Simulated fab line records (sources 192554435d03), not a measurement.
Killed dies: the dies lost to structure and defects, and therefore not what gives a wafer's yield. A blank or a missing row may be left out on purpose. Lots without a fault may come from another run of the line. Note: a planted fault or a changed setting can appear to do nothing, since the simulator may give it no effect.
Matching of chambers + flow n5_finfet + 4 sister chambers for N5_HKMG_FIN_ETCH_86 on rie_diel-02
The step etches SOC in N2/H2, stops on TiN, target depth 393.2 nm. 8 wafers are shown with their chamber, then 7 later ones without.

## EACH WAFER AND ITS CHAMBER
| wafer  | chamber | showerhead_plenum_p_Torr (Torr) | throttle_valve_pct (%) |
|--------|---------|---------------------------------|------------------------|
| L074.1 | 2       | 2.51                            | 17.74                  |
| L083.2 | 2       | 2.50                            | 17.30                  |
| L083.6 | 3       | 2.50                            | 17.82                  |
| L085.1 | 1       | 2.47                            | 17.44                  |
| L085.2 | 0       | 2.48                            | 17.78                  |
| L085.6 | 3       | 2.50                            | 17.83                  |
| L090.4 | 1       | 2.47                            | 17.46                  |
| L090.5 | 0       | 2.47                            | 17.81                  |

## WAFERS MISSING THEIR CHAMBER
| wafer  | showerhead_plenum_p_Torr (Torr) | throttle_valve_pct (%) |
|--------|---------------------------------|------------------------|
| L090.6 | 2.47                            | 17.45                  |
| L094.2 | 2.46                            | 17.47                  |
| L094.3 | 2.49                            | 17.34                  |
| L094.4 | 2.47                            | 17.81                  |
| L097.2 | 2.46                            | 17.47                  |
| L097.4 | 2.49                            | 17.34                  |
| L097.5 | 2.47                            | 17.83                  |

## WHICH CHAMBER EACH WENT THROUGH
| wafer  | from the rows above               | in truth |
|--------|-----------------------------------|----------|
| L090.6 | 1                                 | 1        |
| L094.2 | can't be placed: 1 or 0           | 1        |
| L094.3 | can't be placed: 2 or 3 or 1 or 0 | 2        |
| L094.4 | can't be placed: 0 or 1           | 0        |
| L097.2 | can't be placed: 1 or 0           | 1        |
| L097.4 | can't be placed: 2 or 3 or 1 or 0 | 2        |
| L097.5 | can't be placed: 0 or 1           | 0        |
1 of 7 placed correctly. Cannot be placed on the basis of these rows: 6; the candidates contain the true chamber in 6. 0 placed wrongly.
How it was worked out, from the rows above alone: a wafer's distance from a chamber is the root of the sum, over the readings, of the square of ((its reading less the chamber's mean) divided by the reading's scatter). If the next closest chamber is less than 2 further off than the closest, the wafer can't be placed; otherwise it belongs to the closest. A chamber's mean is the mean of its shown wafers. How the scatter is found: for the shown wafers, subtract from each reading the mean of its chamber, square and add these, divide the total by (wafers less chambers), then take the root.
